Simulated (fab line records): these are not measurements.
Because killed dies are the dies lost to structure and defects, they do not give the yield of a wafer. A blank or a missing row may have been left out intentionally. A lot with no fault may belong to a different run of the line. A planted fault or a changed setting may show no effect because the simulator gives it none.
fab line records	flow n5-finfet
[record] lots = 7	wafers = 21	last-day = 19
route steps=1938 shown MOL_CONTACT_COAG@617 BEOL_M4@1111
lots with no fault: from the same line, run without faults
start-h: hours from the record's opening day to when the first of the lot's shown wafers began	wait-h: time in hours since the lot's previous step	" repeats the value in the row above	L1.1+2: several wafers, shown together as one row	- no value, or no start was given	* or withheld: withheld	< > ~ a bound
route shown NAME@n: NAME is a module with steps in the file, n the number in the route of the first one	usual: average and standard deviation across the fault-free wafers	same: alike in all rows	chamber/n: place in a boat	sites: per-site readings	_std_site: the values' standard deviation	_edge_site: mean of outer sites minus mean of inner sites	radius-mm: how far each site lies from the wafer's centre	mask NAME#n: copy n	behind: tool/chamber where the wafer was last shaped	hold: reason for holding the lot/hours on hold/outcome of the hold	device: the n, p or np transistor that did not switch	end of line: the route-end tests of the same wafers	for a step that has no rows: nothing shown but its recipe	killed: the dies lost at the first sort to structure and to defects; this is not the yield of the wafer	map: per-die view of a wafer (x killed, . not killed, _ where there is no die)
set.NAME: the run value of the setting; set.NAME@STEP: its run value at that earlier step	model.NAME: the simulator's own value behind a step, which no gauge read
lots at selected steps of the route; one table per step, one row per wafer
services: a tool's chamber out of use, with start hour (start-h, from the record's first day; less than 0 if before it), hours out, and reason
[[steps]]
[step N5_MOL_CONTACT_COAG_ETCH_48]
[recipe] chemistry = C4F6/O2	target-depth-a = 150	overetch-a = 45	mask-material = SOC	target = SiOC	bias-w = 465	pressure-mtorr = 10	time-s = 17	source-w = 335	Ar_flow_sccm = 300	C4F6_flow_sccm = 10	O2_flow_sccm = 10	ion-energy-ev = 576
[usual] C4F6_flow_sccm = 10.002/0.029	drypump-motor-current-A = 5.8/0.42	oes-product-au = 0.67/0.078	rf-vpp-V = 1585/29	showerhead-plenum-p-Torr = 2.87/0.05	throttle-valve-pct = 40.5/0.39
lot.wafer	tool	chamber	start-h	wait-h	C4F6_flow_sccm	drypump-motor-current-A	oes-product-au	rf-hours-counter-h	rf-vpp-V	showerhead-plenum-p-Torr	throttle-valve-pct
L950.1	rie-diel-06	2	110.20	0.0	9.988	6.3	0.62	183	1638	2.82	40.4
L950.4	"	3	"	"	10.025	5.8	0.64	153	1549	2.83	40.3
L950.6	"	3	"	"	10.032	5.8	0.62	-	1550	2.83	40.3
L954.2	rie-diel-06	3	129.14	0.0	9.962	5.8	0.64	161	1548	2.82	40.3
L954.4	"	1	"	"	9.969	5.8	0.79	25	1578	2.90	40.1
L954.5	"	1	"	"	9.986	5.7	0.78	-	1578	2.90	40.1
L957.3	rie-diel-06	2	154.54	0.0	10.038	6.3	0.56	197	1638	2.81	40.3
L957.4	"	1	"	"	10.032	5.7	0.69	32	1577	2.90	40.1
L957.5	"	1	"	"	9.992	5.7	0.70	-	1577	2.90	40.1
L958.4	rie-diel-02	3	154.88	0.0	9.973	6.4	0.73	-	1596	2.99	39.8
L958.5	"	1	"	"	9.972	4.9	0.60	-	1575	2.82	40.8
L958.6	"	2	"	"	9.963	5.8	0.72	-	1550	2.88	40.3
L959.2	rie-diel-06	1	157.72	0.0	10.007	5.8	0.68	33	1578	2.90	40.0
L959.3	"	3	"	"	9.971	5.9	0.64	170	1550	2.82	40.4
L959.4	"	0	"	"	10.012	5.8	0.72	28	1605	2.88	41.0
L971.2	rie-diel-06	2	231.54	0.0	9.990	6.3	0.56	220	1637	2.80	40.4
L971.5	"	1	"	"	10.027	5.7	0.70	-	1578	2.89	40.1
L971.6	"	2	"	"	10.000	6.3	0.56	-	1638	2.81	40.4
L972.2	rie-diel-02	0	243.75	0.0	10.047	5.2	0.59	248	1564	2.90	41.1
L972.4	"	1	"	"	10.022	5.0	0.59	248	1572	2.81	40.8
L972.5	"	2	"	"	9.976	5.8	0.76	-	1548	2.86	40.4
[step N5_MOL_CONTACT_COAG_STRIP_72]
[recipe] chemistry = N2/H2	power-w = 450	temp-c = 40	pressure-mtorr = 20	rf-frequency-hz = 6e+07	overash-fraction = 3	bias-power-w = 7	h2-frac = 0.5	n2-flow-sccm = 200	h2-flow-sccm = 200
[usual] drypump-motor-current-A = 5.8/0.42	oes-product-au = 0.80/0.091	rf-vpp-V = 59.1/2	showerhead-plenum-p-Torr = 2.56/0.055	throttle-valve-pct = 23.59/0.25
lot.wafer	tool	chamber	start-h	wait-h	drypump-motor-current-A	oes-product-au	rf-hours-counter-h	rf-vpp-V	showerhead-plenum-p-Torr	throttle-valve-pct
L950.1	rie-diel-06	2	110.26	0.0	6.3	0.73	183	59.7	2.51	23.47
L950.4	"	3	"	"	5.8	0.74	153	61.1	2.52	23.45
L950.6	"	3	"	"	5.8	0.74	-	58.3	2.52	23.41
L954.2	rie-diel-06	3	129.20	0.0	5.8	0.74	161	57.2	2.51	23.40
L954.4	"	1	"	"	5.8	0.89	25	62.4	2.62	23.54
L954.5	"	1	"	"	5.8	0.88	-	57.3	2.62	23.52
L957.3	rie-diel-06	2	154.59	0.0	6.3	0.72	197	59.3	2.51	23.51
L957.4	"	1	"	"	5.7	0.86	32	60.3	2.62	23.50
L957.5	"	1	"	"	5.7	0.89	-	59.8	2.62	23.54
L958.4	rie-diel-02	3	154.94	0.0	6.3	0.98	-	62.2	2.68	22.97
L958.5	"	1	"	"	5.0	0.70	-	59.5	2.50	23.62
L958.6	"	2	"	"	5.8	0.86	-	57.7	2.58	23.62
L959.2	rie-diel-06	1	157.77	0.0	5.7	0.84	33	60.0	2.61	23.51
L959.3	"	3	"	"	5.8	0.73	170	59.7	2.51	23.41
L959.4	"	0	"	"	5.8	0.90	28	60.8	2.58	23.90
L971.2	rie-diel-06	2	231.59	0.0	6.3	0.70	220	57.9	2.50	23.56
L971.5	"	1	"	"	5.8	0.84	-	59.6	2.61	23.53
L971.6	"	2	"	"	6.3	0.70	-	59.0	2.50	23.56
L972.2	rie-diel-02	0	243.81	0.0	5.2	0.67	248	61.6	2.59	23.99
L972.4	"	1	"	"	4.9	0.68	248	61.6	2.49	23.65
L972.5	"	2	"	"	5.8	0.84	-	60.7	2.57	23.60
[step N5_MOL_CONTACT_COAG_STRIP_49]
[recipe] chemistry = N2/H2	time-s = 30	power-w = 1000	temp-c = 250	pressure-mtorr = withheld	n2-flow-sccm = 1750	h2-flow-sccm = 3250
[usual] drypump-motor-current-A = 5.3/0.32	heater-power-w = 336/17
lot.wafer	tool	chamber	start-h	wait-h	drypump-motor-current-A	heater-power-w	rf-hours-counter-h
L950.1	plasma-asher-02	1	110.39	-	5.1	350	52
L950.4	"	1	"	"	5.1	351	-
L950.6	"	1	"	"	5.1	353	-
L954.2	plasma-asher-02	0	129.28	-	5.2	324	55
L954.4	"	1	"	"	5.1	356	-
L954.5	"	0	"	"	5.2	329	-
L957.3	plasma-asher-02	0	154.69	-	5.2	324	-
L957.4	"	1	"	"	5.1	344	-
L957.5	"	1	"	"	5.1	353	-
L958.4	plasma-asher-02	0	155.01	-	5.2	324	-
L958.5	"	1	"	"	5.1	350	-
L958.6	"	0	"	"	5.2	328	-
L959.2	plasma-asher-02	1	157.85	-	5.1	359	61
L959.3	"	0	"	"	5.2	334	-
L959.4	"	1	"	"	5.1	348	-
L971.2	plasma-asher-02	1	231.67	-	5.1	354	74
L971.5	"	1	"	"	5.1	352	-
L971.6	"	0	"	"	5.2	314	-
L972.2	plasma-asher-02	0	243.89	-	5.2	311	76
L972.4	"	1	"	"	5.1	339	-
L972.5	"	1	"	"	5.1	355	-
[step N5_MOL_CONTACT_COAG_PRECLEAN_138]
[recipe] chemistry = alkaline-clean	temp-c = 60	time-s = 60	do-ppb = 50
[step N5_MOL_CONTACT_COAG_SRD_139]
[recipe] dry = ipa-marangoni	time-s = 30	temp-c = 23	rinse-liquid = diw
[step N5_MOL_CONTACT_COAG_CD_MEAS_101]
[recipe] target-cd-nm = 16
[usual] cd-nm = 16.0/0.34
lot.wafer	tool	chamber	start-h	wait-h	cd-nm
L950.1	cd-sem-01	-	110.55	0.0	15.3
L950.4	"	-	"	"	15.8
L950.6	"	-	"	"	16.2
L954.2	cd-sem-03	-	129.43	0.0	16.1
L954.4	"	-	"	"	16.0
L954.5	"	-	"	"	15.8
L957.3	cd-sem-02	-	154.82	0.0	16.3
L957.4	"	-	"	"	16.0
L957.5	"	-	"	"	16.5
L958.4	cd-sem-03	-	155.14	0.0	16.0
L958.5	"	-	"	"	16.1
L958.6	"	-	"	"	15.6
L959.2	cd-sem-03	-	158.00	0.0	15.8
L959.3	"	-	"	"	16.4
L959.4	"	-	"	"	15.9
L971.2	cd-sem-02	-	231.82	0.0	15.5
L971.5	"	-	"	"	15.6
L971.6	"	-	"	"	15.7
L972.2	cd-sem-03	-	244.04	0.0	16.1
L972.4	"	-	"	"	16.5
L972.5	"	-	"	"	16.1
[step N5_MOL_CONTACT_COAG_PRE_CLEAN_121]
[recipe] gas = H2/He	time-s = *	temp-c = withheld
[step N5_MOL_CONTACT_COAG_CVD_140]
[recipe] material = W	target-thk-a = 665	mode = selective-fill	temp-c = 300	time-s = 215
[usual] heater-power-w = 422/36
lot.wafer	tool	chamber	start-h	wait-h	heater-power-w
L950.1	cvd-w-02	0	110.68	0.1	441
L950.4	"	0	"	"	451
L950.6	"	0	"	"	473
L954.2	cvd-w-02	1	129.56	0.1	396
L954.4	"	0	"	"	442
L954.5	"	1	"	"	383
L957.3	cvd-w-02	0	155.03	0.1	456
L957.4	"	1	"	"	389
L957.5	"	0	"	"	458
L958.4	cvd-w-01	0	155.60	0.3	447
L958.5	"	0	"	"	445
L958.6	"	0	"	"	471
L959.2	cvd-w-01	0	158.13	0.1	451
L959.3	"	0	"	"	452
L959.4	"	1	"	"	373
L971.2	cvd-w-01	0	231.95	0.1	465
L971.5	"	1	"	"	388
L971.6	"	0	"	"	459
L972.2	cvd-w-02	1	244.17	0.1	393
L972.4	"	1	"	"	387
L972.5	"	0	"	"	445
[step N5_MOL_CONTACT_COAG_PRECLEAN_127]
[recipe] chemistry = DIW	time-s = 57.5	temp-c = 23
[step N5_MOL_CONTACT_COAG_SRD_128]
[recipe] dry-time-s = 32	dry = n2-spin	spin-rpm = 1500
[step N5_MOL_CONTACT_COAG_CMP_52]
[recipe] stop-on = SiO2	t-overpolish-s = 1.5	post-cmp-clean = w-dilute-nh4oh	down-force-psi = 4	platen-rpm = 50.289	pad-velocity-m-s = 1.0006	target-thk-nm = 66.5
[usual] motor-current-A = 12.0/1.1	overpolish-run-s = 1.500/0.0095	time-to-endpoint-s = 13.6/2
lot.wafer	tool	chamber	start-h	wait-h	motor-current-A	overpolish-run-s	time-to-endpoint-s
L950.1	cmp-04	2	111.00	0.0	11.9	1.506	14.2
L950.4	"	1	"	"	11.4	1.493	15.0
L950.6	"	2	"	"	12.0	1.518	14.8
L954.4	cmp-04	2	129.88	0.0	12.7	1.495	14.5
L954.2	"	0	"	"	12.3	1.497	17.2
L954.5	"	2	"	"	12.4	1.496	12.7
L957.3	cmp-02	3	155.27	0.0	12.7	1.511	15.6
L957.4	"	2	"	"	12.1	1.500	15.5
L957.5	"	0	"	"	10.2	1.497	12.5
L958.4	cmp-03	1	155.96	0.1	10.2	1.493	13.5
L958.6	"	0	"	"	14.1	1.494	12.6
L958.5	"	1	"	"	10.2	1.498	14.7
L959.4	cmp-03	0	158.45	0.0	12.9	1.503	8.0
L959.2	"	1	"	"	9.6	1.503	13.5
L959.3	"	3	"	"	12.3	1.511	10.8
L971.2	cmp-02	3	232.50	0.2	12.7	1.494	14.8
L971.5	"	1	"	"	11.0	1.501	18.4
L971.6	"	2	"	"	12.0	1.516	15.1
L972.4	cmp-02	3	244.49	0.0	13.1	1.491	12.9
L972.2	"	1	"	"	10.9	1.504	12.7
L972.5	"	0	"	"	10.9	1.491	13.3
[step N5_MOL_CONTACT_COAG_THK_MEAS_53]
[recipe] reads = SiO2_of_MOL_CONTACT_COAG_PECVD_31
[usual] VIA_MOL_THK = 43.8/0.71
lot.wafer	tool	chamber	start-h	wait-h	VIA_MOL_THK[nm]
L950.1	film-metro-01	-	111.29	-	43.4
L950.4	"	-	"	"	44.3
L950.6	"	-	"	"	44.8
L954.2	film-metro-02	-	130.17	-	43.9
L954.4	"	-	"	"	44.4
L954.5	"	-	"	"	44.6
L957.3	film-metro-01	-	155.56	-	43.3
L957.4	"	-	"	"	44.8
L957.5	"	-	"	"	42.6
L958.4	film-metro-02	-	156.22	-	43.6
L958.5	"	-	"	"	43.5
L958.6	"	-	"	"	43.2
L959.2	film-metro-02	-	158.75	-	43.2
L959.3	"	-	"	"	43.5
L959.4	"	-	"	"	44.3
L971.2	film-metro-01	-	232.71	-	44.0
L971.5	"	-	"	"	45.3
L971.6	"	-	"	"	44.6
L972.2	film-metro-02	-	244.79	-	42.7
L972.4	"	-	"	"	45.1
L972.5	"	-	"	"	44.0
[step N5_MOL_CONTACT_COAG_ANNEAL_112]
[recipe] temp-c = 400	time-s = 1800	ambient = HPD2	pressure-atm = 10
[usual] spike-tc-bottom-C = 423.8/1.1	spike-tc-centre-C = 400.0/0.95	spike-tc-lower-C = 399.4/0.92	spike-tc-top-C = 426.2/1	spike-tc-upper-C = 399.1/0.96	wafer_temp_C_max = 401.9/0.44	zone-power-bottom-pct = 14.84/0.16	zone-power-centre-pct = 8.97/0.086	zone-power-lower-pct = 8.26/0.085	zone-power-top-pct = 20.60/0.2	zone-power-upper-pct = 9.82/0.095
lot.wafer	tool	chamber	start-h	wait-h	spike-tc-bottom-C	spike-tc-centre-C	spike-tc-lower-C	spike-tc-top-C	spike-tc-upper-C	wafer_temp_C_max	zone-power-bottom-pct	zone-power-centre-pct	zone-power-lower-pct	zone-power-top-pct	zone-power-upper-pct
L950.1	hp-anneal-01	0	111.32	0.0	424.4	400.8	399.6	426.5	399.6	401.8	14.92	8.89	8.28	20.54	9.95
L950.4	"	0	"	"	423.6	402.4	400.3	427.0	398.0	402.0	14.77	8.96	8.29	20.78	9.80
L950.6	"	0	"	"	425.5	399.2	400.4	425.1	398.9	402.0	14.74	8.99	8.19	21.05	9.73
L954.2	hp-anneal-01	0	131.47	1.3	423.9	399.6	400.0	426.4	397.5	401.4	14.60	9.00	8.09	20.76	9.79
L954.4	"	0	"	"	424.5	400.8	400.3	425.7	398.0	401.2	15.05	9.06	8.21	20.46	9.82
L954.5	"	0	"	"	424.4	401.0	400.4	426.7	398.8	401.6	14.67	8.93	8.20	20.45	9.85
L957.3	hp-anneal-01	0	155.59	0.0	412.7	387.5	389.2	415.5	387.2	391.3	14.12	8.67	7.98	19.90	9.45
L957.4	"	0	"	"	412.4	385.9	388.8	413.8	387.5	390.5	14.20	8.69	7.93	19.67	9.31
L957.5	"	0	"	"	411.3	387.5	387.0	415.3	390.6	391.3	14.20	8.71	7.95	20.16	9.34
L958.4	hp-anneal-01	0	158.59	2.4	414.3	388.1	387.6	416.0	386.4	390.1	14.17	8.51	7.99	20.28	9.51
L958.5	"	0	"	"	413.9	389.7	389.1	416.3	387.5	390.6	14.34	8.59	8.12	19.91	9.56
L958.6	"	0	"	"	413.6	387.8	389.6	415.3	387.4	391.2	14.31	8.64	7.81	20.02	9.49
L959.2	hp-anneal-01	0	161.59	2.8	413.0	389.4	388.9	414.9	388.9	390.5	14.26	8.63	7.95	19.78	9.55
L959.3	"	0	"	"	411.2	387.6	386.6	414.4	388.7	390.8	14.32	8.76	7.93	19.86	9.42
L959.4	"	0	"	"	411.9	390.6	387.9	414.7	388.1	391.1	14.41	8.76	7.92	19.60	9.53
L971.2	hp-anneal-01	0	232.74	0.0	425.2	402.2	399.2	427.7	400.3	401.9	14.89	8.99	8.34	20.51	9.77
L971.5	"	0	"	"	424.6	399.5	401.0	426.3	398.4	401.7	14.69	8.94	8.23	20.78	9.84
L971.6	"	0	"	"	423.4	400.7	398.5	426.2	397.4	402.0	14.98	8.96	8.29	20.84	9.94
L972.2	hp-anneal-01	0	244.81	0.0	424.2	399.7	399.6	425.6	399.2	402.4	14.78	8.94	8.41	20.75	9.88
L972.4	"	0	"	"	424.5	400.7	398.8	426.7	399.6	402.1	15.21	9.00	8.27	20.53	9.82
L972.5	"	0	"	"	423.3	399.3	399.2	426.3	399.1	402.1	14.82	8.84	8.18	20.75	9.82
[step N5_MOL_CONTACT_COAG_INSPECT_97]
[recipe] inspect-instrument = darkfield	mode = post-anneal
[usual] raw-defect-count = 45/17
lot.wafer	tool	chamber	start-h	wait-h	raw-defect-count
L950.1	defect-inspect-01	-	114.35	0.0	28
L950.4	"	-	"	"	54
L950.6	"	-	"	"	63
L954.2	defect-inspect-02	-	134.53	0.1	40
L954.4	"	-	"	"	28
L954.5	"	-	"	"	53
L957.3	defect-inspect-01	-	158.65	0.1	58
L957.4	"	-	"	"	68
L957.5	"	-	"	"	55
L958.4	defect-inspect-02	-	161.67	0.1	55
L958.5	"	-	"	"	47
L958.6	"	-	"	"	28
L959.2	defect-inspect-02	-	164.63	0.0	15
L959.3	"	-	"	"	22
L959.4	"	-	"	"	33
L971.2	defect-inspect-01	-	235.78	0.0	21
L971.5	"	-	"	"	21
L971.6	"	-	"	"	24
L972.2	defect-inspect-02	-	247.86	0.0	32
L972.4	"	-	"	"	30
L972.5	"	-	"	"	44
[step N5_BEOL_M4_RC_MEAS_101]
[usual] DIBL_N = 36.0/1.6	DIBL_P = 35.8/2	IOFF_N = 0.152/0.03	IOFF_P = 0.20/0.031	ION_N = 670/12	ION_P = 459/7.4	SS_N = 71.5/0.56	SS_P = 73.2/0.64	VT_N = 251/3.5	VT_P = -252/3.3
lot.wafer	tool	chamber	start-h	wait-h	DIBL_N[mV/V]	DIBL_P[mV/V]	IOFF_N[nA/um]	IOFF_P[nA/um]	ION_N[uA/um]	ION_P[uA/um]	SS_N[mV/dec]	SS_P[mV/dec]	VT_N[mV]	VT_P[mV]
L950.1	prober-02	0	203.67	0.0	35.3	33.7	0.129	0.17	662	457	71.2	72.3	254	-255
L950.4	"	0	"	"	36.3	34.5	0.146	0.18	672	459	71.9	72.6	253	-252
L950.6	"	0	"	"	37.2	35.6	0.158	0.21	677	464	71.4	72.8	251	-251
L954.2	prober-01	0	238.61	0.2	36.0	36.9	0.158	0.23	674	471	71.4	73.7	249	-247
L954.4	"	0	"	"	36.6	37.6	0.160	0.24	669	457	71.3	73.4	250	-247
L954.5	"	0	"	"	36.3	38.0	0.149	0.25	656	461	71.5	73.1	254	-248
L957.3	prober-01	0	246.25	0.3	37.4	37.2	0.154	0.19	670	456	72.9	73.7	251	-256
L957.4	"	0	"	"	35.7	35.1	0.133	0.17	679	455	71.5	73.9	251	-256
L957.5	"	0	"	"	34.2	34.1	0.112	0.15	653	450	71.8	72.4	258	-259
L958.4	prober-01	0	247.48	0.5	33.4	34.1	0.116	0.17	660	452	71.7	73.4	254	-256
L958.5	"	0	"	"	36.4	37.2	0.162	0.23	674	464	72.1	75.2	250	-251
L958.6	"	0	"	"	35.5	36.4	0.141	0.19	659	450	71.5	74.0	252	-256
L959.2	prober-02	0	252.90	0.2	34.8	35.0	0.122	0.16	659	449	71.8	73.8	252	-260
L959.3	"	0	"	"	34.8	35.0	0.126	0.15	657	445	71.3	73.5	252	-260
L959.4	"	0	"	"	35.9	37.1	0.143	0.18	660	446	72.4	74.7	251	-256
L971.2	prober-01	0	342.92	0.2	34.5	35.1	0.144	0.21	666	463	71.2	73.4	252	-252
L971.5	"	0	"	"	34.5	33.8	0.140	0.19	667	457	71.4	72.7	251	-250
L971.6	"	0	"	"	33.8	33.5	0.125	0.19	664	461	71.3	72.7	253	-250
L972.2	prober-02	0	347.50	0.2	35.4	35.4	0.139	0.17	673	456	71.5	73.4	251	-254
L972.4	"	0	"	"	36.3	36.9	0.164	0.20	669	458	72.8	73.4	249	-254
L972.5	"	0	"	"	34.5	35.0	0.131	0.18	656	457	71.9	72.6	251	-253
[[services]]
tool	chamber	start-h	hours	kind
cmp-04	-	91.55	4.4	repair
cmp-02	-	94.97	13.4	pm
rie-diel-02	2	98.10	16.2	repair
cvd-w-01	-	102.94	1.6	repair
cmp-02	-	115.04	3.9	repair
cmp-04	-	126.33	2.0	repair
cmp-04	-	131.62	7.0	repair
cmp-04	-	141.32	3.6	pm
cmp-04	-	148.68	4.0	pm
cvd-w-01	1	152.40	3.9	repair
rie-diel-02	0	153.84	5.9	repair
cmp-04	-	155.04	0.3	repair
rie-diel-02	1	156.34	5.9	repair
cmp-04	-	168.52	5.7	pm
cmp-04	-	174.28	2.0	repair
rie-diel-02	0	190.66	4.0	repair
cmp-03	-	205.77	5.1	pm
cmp-03	-	211.24	3.4	pm
rie-diel-02	2	212.97	7.8	repair
cmp-03	-	215.43	0.8	repair
cmp-03	-	216.23	10.9	pm
cmp-02	-	233.10	2.4	repair
rie-diel-02	0	233.99	1.9	repair
cmp-02	-	237.39	0.2	repair
[[key]]
[first-sign] step = N5_MOL_CONTACT_COAG_ANNEAL_112	reading = wafer_temp_C_max	direction = down	sigmas = 25	usual = *	struck = *
[effect] step = N5_MOL_CONTACT_COAG_ANNEAL_112	reading = spike-tc-centre-C	direction = down	sigmas = 12	usual = 400.0	struck = 388.2
[effect] step = N5_BEOL_M4_RC_MEAS_101	reading = VT_P	direction = down	sigmas = 1.5	usual = -252	struck = -257
met-at N5_MOL_CONTACT_COAG_ANNEAL_112
struck-wafers L957.3,L957.4,L957.5,L958.4,L958.5,L958.6,L959.2,L959.3,L959.4
onset-between 131.47 155.59
[fault] kind = process-parameter-drift	tool = hp-anneal-01	chamber = -	onset-h = 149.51	steps = N5_MOL_CONTACT_COAG_ANNEAL_112	channel = temp-c	offset = *	shape = step	end-h = 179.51	stated = *
